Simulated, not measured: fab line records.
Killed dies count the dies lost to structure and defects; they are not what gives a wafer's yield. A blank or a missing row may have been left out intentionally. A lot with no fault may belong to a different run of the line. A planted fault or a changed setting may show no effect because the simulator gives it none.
fab line records	flow n5Finfet
record lots=24	wafers=72	lastDay=17
route steps=1938 shown BEOL_M1@788
lots that met no fault: from a run of the same line without faults
startH: hours from the record's opening day to when the first of the lot's shown wafers began	waitH: hours elapsed since this lot's preceding step	" as in the row above	L1.1+2: several wafers, shown together as one row	- no value present, or no start provided	* or withheld: withheld	< > ~ a bound
route shown NAME@n: a module of which the file shows steps, and the number in the route of the first	usual: average and standard deviation across the fault-free wafers	same: alike in all rows	chamber/n: place in a boat	sites: the reading at each site	_std_site: standard deviation of those values	_edge_site: the outer-site mean with the inner-site mean subtracted	radiusMm: for every site, how far away it sits from the centre of the wafer	mask NAME#n: copy n	behind: the most recent tool/chamber to have shaped the wafer	hold: what put the lot on hold/how long, in hours/how the hold closed	device: the transistor (n, p or np) that didn't switch	end of line: tests of these same wafers at the route's end	a step with no rows: only its recipe	killed: at the first sort, the dies lost to defects and structure; wafer yield is something else	map: a wafer's dies, x killed, . not, _ none there
set.NAME: setting as actually run; set.NAME@STEP: the setting as run at that earlier step	model.NAME: the simulator's own value behind a step, which no gauge read
route steps across a sampled set of lots; one table per step, one row per wafer
services: a tool's chamber out of use, with start hour (startH, from the record's first day; less than 0 if before it), hours out, and reason
## steps
# step N5_BEOL_M1_INSPECT_30
# recipe mode=adi	inspectInstrument=brightfield
# usual rawDefectCount=396/110
lot.wafer	tool	chamber	startH	waitH	rawDefectCount
L074.4	defectInspect-02	-	127.05	0.0	245
L074.5	"	-	"	"	325
L074.6	"	-	"	"	201
L075.2	defectInspect-02	-	136.17	0.0	396
L075.3	"	-	"	"	287
L075.4	"	-	"	"	282
L076.1	defectInspect-01	-	139.29	0.1	626
L076.3	"	-	"	"	576
L076.4	"	-	"	"	493
L077.2	defectInspect-02	-	142.18	0.0	410
L077.4	"	-	"	"	273
L077.5	"	-	"	"	282
L078.1	defectInspect-02	-	152.47	0.1	342
L078.2	"	-	"	"	266
L078.4	"	-	"	"	225
L079.2	defectInspect-01	-	154.34	0.0	487
L079.3	"	-	"	"	303
L079.5	"	-	"	"	502
L080.1	defectInspect-02	-	162.74	0.1	534
L080.5	"	-	"	"	567
L080.6	"	-	"	"	391
L081.2	defectInspect-01	-	168.03	0.0	393
L081.3	"	-	"	"	542
L081.5	"	-	"	"	362
L082.1	defectInspect-01	-	178.84	0.1	539
L082.4	"	-	"	"	537
L082.6	"	-	"	"	743
L083.1	defectInspect-02	-	180.36	0.1	310
L083.2	"	-	"	"	352
L083.5	"	-	"	"	354
L084.1	defectInspect-01	-	189.72	0.1	556
L084.2	"	-	"	"	291
L084.4	"	-	"	"	447
L085.2	defectInspect-01	-	195.17	0.0	444
L085.5	"	-	"	"	331
L085.6	"	-	"	"	383
L086.1	defectInspect-02	-	197.28	0.1	327
L086.3	"	-	"	"	404
L086.4	"	-	"	"	372
L087.3	defectInspect-01	-	201.12	0.0	539
L087.4	"	-	"	"	499
L087.6	"	-	"	"	438
L088.3	defectInspect-01	-	211.04	0.0	415
L088.5	"	-	"	"	585
L088.6	"	-	"	"	436
L089.4	defectInspect-02	-	216.35	0.0	416
L089.5	"	-	"	"	381
L089.6	"	-	"	"	385
L090.3	defectInspect-02	-	218.05	0.0	317
L090.5	"	-	"	"	324
L090.6	"	-	"	"	320
L091.1	defectInspect-02	-	227.27	0.1	356
L091.4	"	-	"	"	372
L091.5	"	-	"	"	306
L092.1	defectInspect-02	-	229.68	0.1	395
L092.3	"	-	"	"	370
L092.6	"	-	"	"	461
L093.2	defectInspect-01	-	238.15	0.0	547
L093.4	"	-	"	"	336
L093.6	"	-	"	"	396
L094.1	defectInspect-01	-	243.04	0.1	344
L094.2	"	-	"	"	336
L094.6	"	-	"	"	319
L095.1	defectInspect-02	-	245.93	0.1	375
L095.5	"	-	"	"	402
L095.6	"	-	"	"	413
L096.1	defectInspect-02	-	256.21	0.1	263
L096.2	"	-	"	"	286
L096.6	"	-	"	"	372
L097.1	defectInspect-01	-	258.04	0.1	606
L097.3	"	-	"	"	417
L097.5	"	-	"	"	432
# step N5_BEOL_M1_STRIP_36
# recipe chemistry=N2/H2	powerW=450	tempC=40	pressureMtorr=20	rfFrequencyHz=6e+07	overashFraction=0.3	biasPowerW=7	h2Frac=0.5	n2FlowSccm=200	h2FlowSccm=200
# usual biasPowerW=7.001/0.021	chamberPressureMTorr=20.00/0.031	drypumpMotorCurrentA=5.6/0.52	h2FlowSccm=200.0/0.56	oesProductAu=0.78/0.1	rfVppV=59.0/1.5	showerheadPlenumPTorr=2.51/0.087	tempC=40.01/0.12	throttleValvePct=23.5/0.44
lot.wafer	tool	chamber	startH	waitH	biasPowerW	chamberPressureMTorr	drypumpMotorCurrentA	h2FlowSccm	oesProductAu	rfHoursCounterH	rfVppV	showerheadPlenumPTorr	tempC	throttleValvePct
L074.4	rieDiel-03	2	128.36	0.0	7.000	20.00	6.6	198.2	0.77	138	61.2	2.63	40.04	23.2
L074.5	"	3	"	"	6.986	19.98	5.4	200.2	0.70	-	58.8	2.50	39.94	24.1
L074.6	"	0	"	"	6.988	19.97	5.6	200.9	0.69	-	60.8	2.49	40.00	23.9
L075.2	rieDiel-03	1	140.14	0.0	7.011	20.01	4.9	199.4	0.90	29	60.7	2.70	40.06	24.1
L075.3	"	2	"	"	7.016	19.98	6.6	199.8	0.79	141	59.9	2.63	39.99	23.2
L075.4	"	0	"	"	7.010	20.02	5.6	200.4	0.70	229	58.1	2.49	40.21	23.9
L076.1	rieDiel-04	0	144.30	0.0	6.991	20.01	5.1	199.3	0.70	197	58.0	2.41	40.19	23.5
L076.3	"	3	"	"	7.003	20.00	6.1	200.1	0.79	116	55.3	2.45	39.94	23.5
L076.4	"	2	"	"	6.998	20.04	6.3	199.8	0.71	207	57.9	2.52	40.08	24.1
L077.2	rieDiel-05	0	144.34	0.0	6.995	19.97	5.6	200.4	0.92	32	59.2	2.57	39.83	22.7
L077.4	"	1	"	"	7.023	20.00	5.8	200.5	0.70	227	58.7	2.42	39.92	24.0
L077.5	"	2	"	"	6.960	19.96	5.8	200.1	0.67	-	56.9	2.60	40.01	22.9
L078.1	rieDiel-05	1	157.24	0.0	6.999	19.96	5.8	200.1	0.70	231	58.9	2.42	39.80	24.0
L078.2	"	0	"	"	7.000	20.00	5.5	200.0	0.90	36	57.8	2.57	40.16	22.8
L078.4	"	3	"	"	7.025	20.00	5.0	200.4	0.67	243	57.4	2.49	39.84	23.3
L079.2	rieDiel-04	3	157.71	0.0	7.050	19.96	6.1	199.2	0.77	120	61.2	2.44	39.97	23.5
L079.3	"	1	"	"	7.036	19.99	5.0	199.6	0.73	162	58.9	2.42	40.16	23.7
L079.5	"	1	"	"	6.999	20.01	5.0	200.0	0.72	-	57.0	2.42	39.85	23.7
L080.1	rieDiel-05	0	164.22	0.0	7.011	19.97	5.6	199.8	0.90	38	57.1	2.57	40.17	22.7
L080.5	"	0	"	"	6.991	19.97	5.5	199.4	0.90	-	58.0	2.57	40.11	22.7
L080.6	"	3	"	"	7.005	20.02	5.0	198.8	0.67	-	59.1	2.49	40.04	23.2
L081.2	rieDiel-03	2	168.60	0.0	7.020	20.01	6.6	199.5	0.75	151	59.2	2.62	40.16	23.2
L081.3	"	0	"	"	6.997	19.97	5.6	199.3	0.68	240	59.1	2.49	39.91	23.9
L081.5	"	1	"	"	6.967	19.97	4.9	199.9	0.87	-	57.8	2.70	39.92	24.1
L082.1	rieDiel-05	0	180.71	0.0	6.996	20.00	5.5	201.2	0.92	44	57.0	2.57	40.13	22.8
L082.4	"	0	"	"	7.004	20.08	5.5	200.8	0.90	-	58.6	2.57	40.17	22.7
L082.6	"	2	"	"	7.004	20.05	5.7	199.7	0.66	-	57.6	2.60	39.98	22.9
L083.1	rieDiel-03	1	185.24	0.0	6.993	20.02	4.9	199.0	0.87	47	61.5	2.69	40.14	24.1
L083.2	"	2	"	"	7.028	20.00	6.6	199.8	0.77	158	59.8	2.62	40.26	23.2
L083.5	"	0	"	"	6.973	20.00	5.7	200.3	0.68	-	59.1	2.48	40.19	23.9
L084.1	rieDiel-04	2	191.61	0.0	6.998	19.99	6.3	199.8	0.70	222	58.3	2.51	39.95	24.1
L084.2	"	1	"	"	6.982	20.01	5.0	201.1	0.71	170	59.6	2.42	39.93	23.7
L084.4	"	0	"	"	6.985	19.95	5.1	199.3	0.70	212	58.7	2.40	39.96	23.5
L085.2	rieDiel-04	1	195.92	0.0	6.976	20.07	5.0	199.6	0.72	172	59.5	2.42	39.96	23.7
L085.5	"	2	"	"	7.009	20.07	6.3	199.8	0.69	-	59.4	2.51	39.98	24.1
L085.6	"	3	"	"	6.993	20.02	6.1	200.5	0.77	-	57.4	2.44	39.99	23.5
L086.1	rieDiel-04	1	198.76	0.0	6.985	19.99	5.0	199.9	0.70	172	60.1	2.42	40.19	23.7
L086.3	"	2	"	"	7.012	19.98	6.3	200.6	0.69	224	60.6	2.51	40.10	24.1
L086.4	"	0	"	"	7.023	19.96	5.1	199.6	0.69	215	57.9	2.40	39.98	23.5
L087.3	rieDiel-04	3	205.82	0.0	7.027	20.01	6.1	200.6	0.76	134	62.6	2.44	40.19	23.4
L087.4	"	0	"	"	7.003	20.03	5.1	200.2	0.69	217	57.2	2.40	40.11	23.5
L087.6	"	0	"	"	6.987	20.00	5.1	199.2	0.70	-	56.3	2.40	40.07	23.5
L088.3	rieDiel-04	0	212.33	0.0	7.044	19.97	5.1	199.9	0.70	219	57.8	2.40	39.78	23.5
L088.5	"	0	"	"	7.014	19.98	5.1	200.1	0.69	-	57.2	2.40	39.95	23.5
L088.6	"	1	"	"	7.015	20.02	5.0	200.2	0.70	-	56.8	2.42	39.97	23.7
L089.4	rieDiel-05	3	218.28	0.0	6.978	19.97	5.0	199.1	0.99	-	58.5	2.49	40.14	22.8
L089.5	"	2	"	"	7.032	20.04	5.8	199.8	0.66	-	56.2	2.59	40.11	22.9
L089.6	"	0	"	"	7.026	20.00	5.5	200.9	0.89	-	57.5	2.56	40.07	22.8
L090.3	rieDiel-03	1	219.84	0.0	6.982	19.95	4.9	200.9	0.84	60	62.2	2.69	39.92	24.1
L090.5	"	3	"	"	7.018	19.98	5.5	199.4	0.93	-	59.5	2.49	39.98	23.8
L090.6	"	2	"	"	7.044	20.06	6.6	200.4	0.75	-	59.2	2.62	39.98	23.2
L091.1	rieDiel-03	0	237.83	0.0	6.992	19.99	5.7	199.1	0.95	6	60.5	2.48	40.08	23.6
L091.4	"	2	"	"	7.039	19.99	6.6	199.5	0.73	175	60.2	2.61	40.12	23.2
L091.5	"	0	"	"	7.015	20.02	5.6	200.3	0.94	-	58.6	2.48	40.35	23.6
L092.1	rieDiel-04	1	238.07	0.0	7.015	19.98	5.0	199.9	0.70	184	59.1	2.41	40.11	23.7
L092.3	"	3	"	"	7.006	20.07	6.0	199.3	0.76	144	59.4	2.43	39.98	23.5
L092.6	"	2	"	"	6.985	20.05	6.3	200.2	0.69	-	57.5	2.51	40.01	24.1
L093.2	rieDiel-05	3	241.17	0.0	6.999	19.99	5.0	201.0	0.95	12	60.0	2.48	40.11	22.8
L093.4	"	2	"	"	7.011	20.01	5.8	200.4	0.66	-	61.1	2.59	39.96	22.9
L093.6	"	3	"	"	7.010	19.99	5.0	199.5	0.93	-	60.8	2.48	40.15	22.8
L094.1	rieDiel-03	0	243.63	0.0	6.997	20.02	5.6	200.2	0.95	8	59.7	2.48	39.82	23.6
L094.2	"	2	"	"	6.983	20.04	6.6	201.0	0.74	177	59.2	2.61	39.95	23.2
L094.6	"	0	"	"	6.972	19.96	5.7	200.6	0.96	-	59.7	2.48	39.99	23.6
L095.1	rieDiel-03	3	247.90	0.0	6.943	20.04	5.4	199.6	0.92	22	60.4	2.48	39.83	23.8
L095.5	"	3	"	"	6.988	20.03	5.5	199.9	0.91	-	59.2	2.48	40.10	23.8
L095.6	"	0	"	"	6.954	20.00	5.7	199.7	0.93	-	56.9	2.48	40.09	23.6
L096.1	rieDiel-03	3	260.31	0.0	6.972	20.06	5.4	200.4	0.92	26	58.6	2.48	40.09	23.8
L096.2	"	1	"	"	6.982	19.99	4.9	199.8	0.83	71	58.8	2.68	40.21	24.2
L096.6	"	2	"	"	7.007	19.98	6.6	200.1	0.74	-	58.7	2.61	39.96	23.3
L097.1	rieDiel-04	0	265.13	0.0	7.023	19.99	5.1	200.3	0.68	235	60.2	2.40	39.82	23.5
L097.3	"	2	"	"	6.931	19.96	6.3	199.9	0.67	244	58.8	2.50	40.07	24.1
L097.5	"	0	"	"	7.012	20.01	5.1	200.2	0.70	-	57.6	2.40	39.88	23.5
# step N5_BEOL_M1_SPUTTER_79
# recipe material=Cu	targetThkA=45	tempC=-20	chamberPressurePa=0.07	powerW=withheld	timeS=8.29
# usual throttleValvePct=29.6/1.1
lot.wafer	tool	chamber	startH	waitH	throttleValvePct
L074.4	pvdSputter-01	-	129.66	0.1	30.3
L074.5	"	-	"	"	28.0
L074.6	"	-	"	"	30.0
L075.2	pvdSputter-02	-	142.62	0.1	28.9
L075.3	"	-	"	"	29.4
L075.4	"	-	"	"	29.9
L076.1	pvdSputter-03	-	146.02	0.1	29.3
L076.3	"	-	"	"	29.6
L076.4	"	-	"	"	31.4
L077.2	pvdSputter-02	-	146.06	0.1	30.0
L077.4	"	-	"	"	29.5
L077.5	"	-	"	"	29.9
L078.1	pvdSputter-03	-	158.75	0.1	29.0
L078.2	"	-	"	"	31.9
L078.4	"	-	"	"	31.3
L079.2	pvdSputter-01	-	161.06	0.1	27.7
L079.3	"	-	"	"	29.1
L079.5	"	-	"	"	27.4
L080.1	pvdSputter-02	-	165.81	0.1	30.0
L080.5	"	-	"	"	30.2
L080.6	"	-	"	"	28.7
L081.2	pvdSputter-02	-	170.55	0.1	30.1
L081.3	"	-	"	"	29.5
L081.5	"	-	"	"	29.3
L082.1	pvdSputter-02	-	182.17	0.1	30.0
L082.4	"	-	"	"	29.6
L082.6	"	-	"	"	30.0
L083.1	pvdSputter-01	-	187.91	0.1	30.3
L083.2	"	-	"	"	28.0
L083.5	"	-	"	"	29.4
L084.1	pvdSputter-02	-	193.32	0.1	29.5
L084.2	"	-	"	"	30.0
L084.4	"	-	"	"	29.0
L085.2	pvdSputter-02	-	197.18	0.1	28.7
L085.5	"	-	"	"	29.8
L085.6	"	-	"	"	30.1
L086.1	pvdSputter-03	-	200.41	0.1	29.1
L086.3	"	-	"	"	29.4
L086.4	"	-	"	"	31.8
L087.3	pvdSputter-03	-	207.71	0.1	29.1
L087.4	"	-	"	"	31.7
L087.6	"	-	"	"	29.3
L088.3	pvdSputter-02	-	214.46	0.1	28.5
L088.5	"	-	"	"	29.0
L088.6	"	-	"	"	30.1
L089.4	pvdSputter-03	-	220.13	0.1	31.7
L089.5	"	-	"	"	30.5
L089.6	"	-	"	"	29.6
L090.3	pvdSputter-02	-	221.76	0.1	30.2
L090.5	"	-	"	"	29.1
L090.6	"	-	"	"	30.0
L091.1	pvdSputter-01	-	239.59	0.1	28.1
L091.4	"	-	"	"	27.3
L091.5	"	-	"	"	29.5
L092.1	pvdSputter-02	-	239.91	0.1	30.1
L092.3	"	-	"	"	28.9
L092.6	"	-	"	"	30.1
L093.2	pvdSputter-01	-	242.77	0.1	30.5
L093.4	"	-	"	"	27.7
L093.6	"	-	"	"	28.3
L094.1	pvdSputter-01	-	245.45	0.1	29.5
L094.2	"	-	"	"	30.5
L094.6	"	-	"	"	29.3
L095.1	pvdSputter-01	-	250.11	0.1	27.4
L095.5	"	-	"	"	30.2
L095.6	"	-	"	"	27.5
L096.1	pvdSputter-03	-	261.85	0.1	31.6
L096.2	"	-	"	"	29.3
L096.6	"	-	"	"	31.2
L097.1	pvdSputter-02	-	268.41	0.1	30.0
L097.3	"	-	"	"	30.0
L097.5	"	-	"	"	29.9
# step N5_BEOL_M1_ANNEAL_87
# recipe tempC=400	timeS=240	ambient=vacuum
# usual heaterPowerW=821/68
lot.wafer	tool	chamber	startH	waitH	heaterPowerW
L074.4	pvdSputter-01	-	130.18	0.0	917
L074.5	"	-	"	"	841
L074.6	"	-	"	"	915
L075.2	pvdSputter-02	-	143.14	0.0	889
L075.3	"	-	"	"	798
L075.4	"	-	"	"	837
L076.1	pvdSputter-03	-	146.54	0.0	818
L076.3	"	-	"	"	614
L076.4	"	-	"	"	736
L077.2	pvdSputter-02	-	146.58	0.0	815
L077.4	"	-	"	"	794
L077.5	"	-	"	"	842
L078.1	pvdSputter-03	-	159.27	0.0	815
L078.2	"	-	"	"	883
L078.4	"	-	"	"	774
L079.2	pvdSputter-01	-	161.58	0.0	879
L079.3	"	-	"	"	709
L079.5	"	-	"	"	881
L080.1	pvdSputter-02	-	166.33	0.0	850
L080.5	"	-	"	"	818
L080.6	"	-	"	"	885
L081.2	pvdSputter-02	-	171.07	0.0	838
L081.3	"	-	"	"	811
L081.5	"	-	"	"	794
L082.1	pvdSputter-02	-	182.69	0.0	851
L082.4	"	-	"	"	818
L082.6	"	-	"	"	826
L083.1	pvdSputter-01	-	188.43	0.0	895
L083.2	"	-	"	"	838
L083.5	"	-	"	"	702
L084.1	pvdSputter-02	-	193.84	0.0	807
L084.2	"	-	"	"	806
L084.4	"	-	"	"	898
L085.2	pvdSputter-02	-	197.70	0.0	880
L085.5	"	-	"	"	785
L085.6	"	-	"	"	832
L086.1	pvdSputter-03	-	200.93	0.0	804
L086.3	"	-	"	"	648
L086.4	"	-	"	"	875
L087.3	pvdSputter-03	-	208.23	0.0	820
L087.4	"	-	"	"	870
L087.6	"	-	"	"	816
L088.3	pvdSputter-02	-	214.98	0.0	877
L088.5	"	-	"	"	896
L088.6	"	-	"	"	832
L089.4	pvdSputter-03	-	220.65	0.0	881
L089.5	"	-	"	"	756
L089.6	"	-	"	"	622
L090.3	pvdSputter-02	-	222.34	0.0	838
L090.5	"	-	"	"	821
L090.6	"	-	"	"	848
L091.1	pvdSputter-01	-	240.11	0.0	848
L091.4	"	-	"	"	863
L091.5	"	-	"	"	696
L092.1	pvdSputter-02	-	240.43	0.0	809
L092.3	"	-	"	"	877
L092.6	"	-	"	"	865
L093.2	pvdSputter-01	-	243.29	0.0	917
L093.4	"	-	"	"	888
L093.6	"	-	"	"	859
L094.1	pvdSputter-01	-	245.97	0.0	701
L094.2	"	-	"	"	899
L094.6	"	-	"	"	700
L095.1	pvdSputter-01	-	250.63	0.0	901
L095.5	"	-	"	"	928
L095.6	"	-	"	"	883
L096.1	pvdSputter-03	-	262.37	0.0	874
L096.2	"	-	"	"	629
L096.6	"	-	"	"	738
L097.1	pvdSputter-02	-	268.93	0.0	828
L097.3	"	-	"	"	818
L097.5	"	-	"	"	818
# step N5_BEOL_M1_SPUTTER_90
# recipe material=Cu	targetThkA=45	tempC=-20	chamberPressurePa=0.07	powerW=withheld	timeS=8.29
# usual throttleValvePct=29.5/1.1
lot.wafer	tool	chamber	startH	waitH	throttleValvePct
L074.4	pvdSputter-01	-	130.54	0.1	30.3
L074.5	"	-	"	"	28.2
L074.6	"	-	"	"	30.1
L075.2	pvdSputter-02	-	143.50	0.1	28.9
L075.3	"	-	"	"	29.3
L075.4	"	-	"	"	30.0
L076.1	pvdSputter-03	-	146.90	0.1	29.0
L076.3	"	-	"	"	29.5
L076.4	"	-	"	"	31.0
L077.2	pvdSputter-02	-	146.94	0.1	29.9
L077.4	"	-	"	"	29.5
L077.5	"	-	"	"	30.0
L078.1	pvdSputter-03	-	159.63	0.1	29.1
L078.2	"	-	"	"	31.6
L078.4	"	-	"	"	31.2
L079.2	pvdSputter-01	-	161.94	0.1	27.6
L079.3	"	-	"	"	29.4
L079.5	"	-	"	"	27.3
L080.1	pvdSputter-02	-	166.69	0.1	30.1
L080.5	"	-	"	"	30.1
L080.6	"	-	"	"	28.8
L081.2	pvdSputter-02	-	171.43	0.1	30.2
L081.3	"	-	"	"	29.6
L081.5	"	-	"	"	29.5
L082.1	pvdSputter-02	-	183.05	0.1	30.1
L082.4	"	-	"	"	29.5
L082.6	"	-	"	"	30.0
L083.1	pvdSputter-01	-	188.79	0.1	30.1
L083.2	"	-	"	"	28.2
L083.5	"	-	"	"	29.3
L084.1	pvdSputter-02	-	194.20	0.1	29.5
L084.2	"	-	"	"	30.0
L084.4	"	-	"	"	28.7
L085.2	pvdSputter-02	-	198.06	0.1	28.6
L085.5	"	-	"	"	29.5
L085.6	"	-	"	"	30.1
L086.1	pvdSputter-03	-	201.29	0.1	29.3
L086.3	"	-	"	"	29.1
L086.4	"	-	"	"	31.7
L087.3	pvdSputter-03	-	208.59	0.1	29.3
L087.4	"	-	"	"	32.0
L087.6	"	-	"	"	29.3
L088.3	pvdSputter-02	-	215.37	0.1	28.9
L088.5	"	-	"	"	28.9
L088.6	"	-	"	"	30.0
L089.4	pvdSputter-03	-	221.01	0.1	32.1
L089.5	"	-	"	"	31.2
L089.6	"	-	"	"	29.4
L090.3	pvdSputter-02	-	222.75	0.1	30.2
L090.5	"	-	"	"	29.2
L090.6	"	-	"	"	29.9
L091.1	pvdSputter-01	-	240.47	0.1	28.2
L091.4	"	-	"	"	27.5
L091.5	"	-	"	"	29.3
L092.1	pvdSputter-02	-	240.79	0.1	29.8
L092.3	"	-	"	"	28.7
L092.6	"	-	"	"	30.0
L093.2	pvdSputter-01	-	243.65	0.1	30.5
L093.4	"	-	"	"	27.6
L093.6	"	-	"	"	28.1
L094.1	pvdSputter-01	-	246.33	0.1	29.2
L094.2	"	-	"	"	30.1
L094.6	"	-	"	"	29.1
L095.1	pvdSputter-01	-	250.99	0.1	27.5
L095.5	"	-	"	"	30.4
L095.6	"	-	"	"	27.4
L096.1	pvdSputter-03	-	262.73	0.1	31.9
L096.2	"	-	"	"	29.4
L096.6	"	-	"	"	30.8
L097.1	pvdSputter-02	-	269.29	0.1	29.8
L097.3	"	-	"	"	29.8
L097.5	"	-	"	"	29.9
# step N5_BEOL_M1_PRE_CLEAN_60
# recipe gas=NH3/H2	timeS=15	tempC=*	rfPowerW=300
# usual heaterPowerW=84/18
lot.wafer	tool	chamber	startH	waitH	heaterPowerW
L074.4	cvdCo-02	1	132.04	0.1	53
L074.5	"	0	"	"	85
L074.6	"	2	"	"	82
L075.2	cvdCo-02	2	144.98	0.0	83
L075.3	"	0	"	"	87
L075.4	"	2	"	"	82
L076.1	cvdCo-01	2	148.38	0.0	86
L076.3	"	1	"	"	114
L076.4	"	0	"	"	87
L077.2	cvdCo-02	1	148.69	0.0	52
L077.4	"	1	"	"	50
L077.5	"	0	"	"	87
L078.1	cvdCo-01	1	161.12	0.0	113
L078.2	"	2	"	"	90
L078.4	"	0	"	"	82
L079.2	cvdCo-02	0	163.42	0.0	87
L079.3	"	1	"	"	52
L079.5	"	0	"	"	88
L080.1	cvdCo-02	1	168.17	0.0	52
L080.5	"	2	"	"	81
L080.6	"	1	"	"	51
L081.2	cvdCo-01	0	173.22	0.0	85
L081.3	"	2	"	"	90
L081.5	"	0	"	"	87
L082.1	cvdCo-01	1	184.54	0.0	114
L082.4	"	2	"	"	89
L082.6	"	1	"	"	112
L083.1	cvdCo-01	2	191.18	0.0	91
L083.2	"	0	"	"	85
L083.5	"	0	"	"	82
L084.1	cvdCo-02	2	195.68	0.0	83
L084.2	"	0	"	"	88
L084.4	"	2	"	"	81
L085.2	cvdCo-02	2	199.56	0.0	83
L085.5	"	2	"	"	81
L085.6	"	0	"	"	90
L086.1	cvdCo-02	1	202.78	0.0	52
L086.3	"	0	"	"	89
L086.4	"	1	"	"	53
L087.3	cvdCo-01	1	210.08	0.0	113
L087.4	"	2	"	"	91
L087.6	"	0	"	"	83
L088.3	cvdCo-01	0	216.94	0.0	82
L088.5	"	2	"	"	88
L088.6	"	1	"	"	114
L089.4	cvdCo-01	0	222.53	0.1	86
L089.5	"	2	"	"	90
L089.6	"	1	"	"	115
L090.3	cvdCo-01	1	224.33	0.0	112
L090.5	"	2	"	"	90
L090.6	"	0	"	"	86
L091.1	cvdCo-01	2	241.96	0.0	90
L091.4	"	2	"	"	89
L091.5	"	1	"	"	113
L092.1	cvdCo-02	1	242.36	0.1	51
L092.3	"	0	"	"	90
L092.6	"	0	"	"	91
L093.2	cvdCo-01	2	245.46	0.3	87
L093.4	"	2	"	"	92
L093.6	"	0	"	"	85
L094.1	cvdCo-02	1	247.81	0.0	51
L094.2	"	2	"	"	84
L094.6	"	1	"	"	52
L095.1	cvdCo-02	1	252.50	0.1	52
L095.5	"	2	"	"	84
L095.6	"	0	"	"	88
L096.1	cvdCo-02	1	264.21	0.0	52
L096.2	"	2	"	"	82
L096.6	"	0	"	"	87
L097.1	cvdCo-02	0	270.78	0.0	91
L097.3	"	1	"	"	51
L097.5	"	2	"	"	83
## services
tool	chamber	startH	hours	kind
cvdCo-02	-	105.37	0.8	repair
cvdCo-01	1	114.67	-	clean
cvdCo-01	1	114.67	22.0	scheduledDown
cvdCo-01	1	114.67	22.0	ventCycle
cvdCo-01	-	133.27	2.8	pm
rieDiel-03	3	162.99	-	clean
rieDiel-03	3	162.99	-	consumableReplace:focusRing
rieDiel-03	3	162.99	17.8	scheduledDown
rieDiel-03	3	162.99	17.8	ventCycle
rieDiel-05	3	180.01	-	clean
rieDiel-05	3	180.01	-	consumableReplace:focusRing
rieDiel-04	1	183.48	4.8	repair
rieDiel-03	0	193.33	-	clean
rieDiel-03	0	193.33	-	consumableReplace:focusRing
rieDiel-03	0	193.33	26.6	scheduledDown
rieDiel-03	0	193.33	26.6	ventCycle
rieDiel-05	1	212.43	-	clean
rieDiel-05	1	212.43	-	consumableReplace:focusRing
rieDiel-05	1	212.43	-	consumableReplace:showerhead
rieDiel-05	1	212.43	30.8	scheduledDown
rieDiel-05	1	212.43	30.8	ventCycle
rieDiel-05	2	243.42	-	clean
rieDiel-05	2	243.42	-	consumableReplace:focusRing
rieDiel-05	2	243.42	18.1	scheduledDown
## key
fault none
